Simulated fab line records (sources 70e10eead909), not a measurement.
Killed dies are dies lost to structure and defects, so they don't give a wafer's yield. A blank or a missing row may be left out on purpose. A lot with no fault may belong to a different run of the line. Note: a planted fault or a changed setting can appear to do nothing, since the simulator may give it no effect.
Which of the tools did it? | flow nand harc | 14 lots with 42 wafers sampled at 6 steps, on a route of 1302 steps

== WHAT THE GAUGES READ, wafer by wafer ==
NHARC_A_SOURCE_PLATE_INSPECT_08. Usual: raw defect count 58, standard deviation 22.
lot  | measured     | on                | raw defect count | flag
L566 | day 7 21:26  | defect inspect-02 | 57 53 38         |
L565 | day 7 21:26  | defect inspect-02 | 61 38 83         |
L567 | day 8 12:04  | defect inspect-02 | 117 49 70        |
L570 | day 10 02:26 | defect inspect-01 | 62 43 48         |
L571 | day 10 09:38 | defect inspect-01 | 41 61 57         |
L572 | day 10 19:29 | defect inspect-02 | 71 40 75         |
L573 | day 11 05:14 | defect inspect-01 | 91 92 88         |
L575 | day 11 22:39 | defect inspect-01 | 70 76 38         |
L576 | day 12 09:14 | defect inspect-02 | 47 42 72         |
L577 | day 12 19:46 | defect inspect-02 | 83 45 33         |
L578 | day 12 19:46 | defect inspect-01 | 46 27 26         |
L582 | day 14 22:48 | defect inspect-02 | 75 93 57         |
L583 | day 15 04:55 | defect inspect-02 | 41 34 35         |
L585 | day 16 08:49 | defect inspect-02 | 55 44 88         |

NHARC_A_ONON_D1_THK_MEAS_05: measures by ellipsometry. Usual: thk nm 999 nm, standard deviation 11.
lot  | measured     | on            | thk nm (nm)    | flag
L566 | day 7 22:34  | film metro-02 | 1003 1003 1003 |
L565 | day 7 22:52  | film metro-02 | 1014 1016 1014 |
L567 | day 8 13:11  | film metro-02 | 976 974 975    |
L570 | day 10 03:35 | film metro-02 | 996 996 997    |
L571 | day 10 10:47 | film metro-01 | 1008 1007 1007 |
L572 | day 10 20:37 | film metro-01 | 1009 1012 1009 |
L573 | day 11 06:23 | film metro-02 | 1001 1000 1000 |
L575 | day 11 23:48 | film metro-02 | 977 977 976    |
L576 | day 12 10:23 | film metro-01 | 983 982 980    |
L577 | day 12 20:54 | film metro-02 | 1007 1006 1006 |
L578 | day 12 20:55 | film metro-01 | 993 996 993    |
L582 | day 14 23:57 | film metro-02 | 1008 1009 1009 |
L583 | day 15 06:04 | film metro-02 | 1009 1011 1012 |
L585 | day 16 09:59 | film metro-02 | 996 999 999    |

NHARC_A_ONON_D1_THK_MEAS_08: measures by ellipsometry. Usual: thk nm 997 nm, standard deviation 12.
lot  | measured     | on            | thk nm (nm)    | flag
L566 | day 7 23:08  | film metro-01 | 996 999 996    |
L565 | day 7 23:26  | film metro-02 | 1001 999 1001  |
L567 | day 8 13:46  | film metro-02 | 993 991 992    |
L570 | day 10 04:08 | film metro-01 | 1005 1005 1005 |
L571 | day 10 11:20 | film metro-01 | 1008 1011 1007 |
L572 | day 10 21:11 | film metro-01 | 1008 1008 1006 |
L573 | day 11 06:58 | film metro-01 | 1003 1005 1005 |
L575 | day 12 00:22 | film metro-01 | 1001 1001 1000 |
L576 | day 12 10:56 | film metro-01 | 1000 999 1001  |
L577 | day 12 21:28 | film metro-01 | 1015 1017 1014 |
L578 | day 12 21:29 | film metro-02 | 994 996 998    |
L582 | day 15 00:31 | film metro-01 | 1014 1014 1011 |
L583 | day 15 06:38 | film metro-02 | 702 704 702    | OFF
L585 | day 16 10:32 | film metro-01 | 697 696 696    | OFF

NHARC_END_SORT_01. Usual: killed at array 58, standard deviation 22; killed at other 1.0, standard deviation 1.3; killed at periphery 5, standard deviation 3.4; killed dies 64, standard deviation 22; killed open 3.6, standard deviation 1.8; killed short 2.4, standard deviation 1.7.
lot  | measured     | on        | killed at array | killed at other | killed at periphery | killed dies | killed open | killed short | flag
L583 | day 32 06:52 | prober-01 | 669 669 673     | 4 0 3           | 4 8 1               | 677 677 677 | 4 4 1       | 3 2 2        | OFF
L585 | day 33 04:06 | prober-01 | 673 677 670     | 2 0 0           | 2 0 7               | 677 677 677 | 6 1 7       | 6 5 3        | OFF

== TOOL THAT RAN EACH LOT (tool first, then ch and the chambers of the sampled wafers, then the start) ==
lot  | NHARC_A_ZERO_WELL_RTA_16         | NHARC_A_ONON_D1_DEP_06
L566 | rtp anneal-01 ch 0, day 7 00:50  | pecvd onon-01 ch 0, day 7 22:44
L565 | rtp anneal-02 ch 0, day 7 02:12  | pecvd onon-04 ch 0, day 7 23:02
L567 | rtp anneal-02 ch 0, day 7 15:13  | pecvd onon-01 ch 0, day 8 13:15
L570 | rtp anneal-01 ch 0, day 9 00:46  | pecvd onon-01 ch 0, day 10 03:38
L571 | rtp anneal-02 ch 0, day 9 13:29  | pecvd onon-01 ch 0, day 10 10:50
L572 | rtp anneal-01 ch 0, day 9 22:13  | pecvd onon-04 ch 0, day 10 20:44
L573 | rtp anneal-02 ch 0, day 10 07:56 | pecvd onon-02 ch 0, day 11 06:31
L575 | rtp anneal-02 ch 0, day 10 21:56 | pecvd onon-01 ch 0, day 11 23:55
L576 | rtp anneal-02 ch 0, day 11 11:59 | pecvd onon-04 ch 0, day 12 10:29
L577 | rtp anneal-01 ch 0, day 11 23:17 | pecvd onon-01 ch 0, day 12 20:58
L578 | rtp anneal-02 ch 0, day 12 02:16 | pecvd onon-02 ch 0, day 12 20:58
L582 | rtp anneal-01 ch 0, day 14 02:08 | pecvd onon-02 ch 0, day 15 00:01
L583 | rtp anneal-01 ch 0, day 14 07:41 | pecvd onon-01 ch 0, day 15 06:11
L585 | rtp anneal-02 ch 0, day 15 11:34 | pecvd onon-01 ch 0, day 16 10:05
- NHARC_A_ZERO_WELL_RTA_16: time 10 s.
- NHARC_A_ONON_D1_DEP_06: target thk 1000 nm.

== WHAT THE TOOLS THEMSELVES READ (means of the sampled wafers that have a number; where no wafer has one, the mark that the record gives instead) ==
NHARC_A_ZERO_WELL_RTA_16. Usual: lamp power pct 28.1 %, standard deviation 1.6; lamp_zone_5_pct 28.1 %, standard deviation 1.6; wafer_temp_C_max 1002.8, standard deviation 0.7.
lot  | tool          | lamp power pct (%) | lamp_zone_5_pct (%) | wafer_temp_C_max | flag
L566 | rtp anneal-01 | 29.6               | 29.6                | 1002.6           |
L565 | rtp anneal-02 | 26.3               | 26.3                | 1003.3           |
L567 | rtp anneal-02 | 26.3               | 26.4                | 1002.5           |
L570 | rtp anneal-01 | 29.6               | 29.6                | 1002.2           |
L571 | rtp anneal-02 | 26.3               | 26.3                | 1002.3           |
L572 | rtp anneal-01 | 29.5               | 29.5                | 1002.6           |
L573 | rtp anneal-02 | 26.3               | 26.3                | 1002.8           |
L575 | rtp anneal-02 | 26.3               | 26.3                | 1002.8           |
L576 | rtp anneal-02 | 26.3               | 26.3                | 1002.7           |
L577 | rtp anneal-01 | 29.6               | 29.6                | 1004.0           |
L578 | rtp anneal-02 | 26.3               | 26.3                | 1002.1           |
L582 | rtp anneal-01 | 29.5               | 29.6                | 1003.2           |
L583 | rtp anneal-01 | 29.6               | 29.6                | 1002.8           |
L585 | rtp anneal-02 | 26.3               | 26.3                | 1002.5           |

== THE ANSWER, worked out from the rows above alone ==
Rule: a lot is off if the mean of its wafers that have a number lies more than 3 standard deviations from the usual mean. A lot without any number at a reading at which 4 lots or more have one is off too. All remaining lots with rows at the step are treated as sound. After the gauges, taken in route order, come the tools' own readings; for these a lot's mean is taken, as printed above. The first step at which some lot is off is used, and at that step the reading that is off furthest; a lot without a number counts as furthest.
Off: L583, L585 (NHARC_A_ONON_D1_THK_MEAS_08, thk nm).
A tool fits if, at a process step before that reading, it ran every lot that is off, and no sound lot after the first of them. Not tried: the gauges at NHARC_A_ONON_D1_THK_MEAS_08; whatever is off there is also off at NHARC_END_SORT_01, on other tools, and gauge error can't account for it. One fits: NHARC_A_ONON_D1_DEP_06 on pecvd onon-01. Its last sound lot is L577 (day 12 20:58), its first lot that is off L583 (day 15 06:11): a fault that began between those two fits.

== WHAT THE SIMULATOR PUT IN ==
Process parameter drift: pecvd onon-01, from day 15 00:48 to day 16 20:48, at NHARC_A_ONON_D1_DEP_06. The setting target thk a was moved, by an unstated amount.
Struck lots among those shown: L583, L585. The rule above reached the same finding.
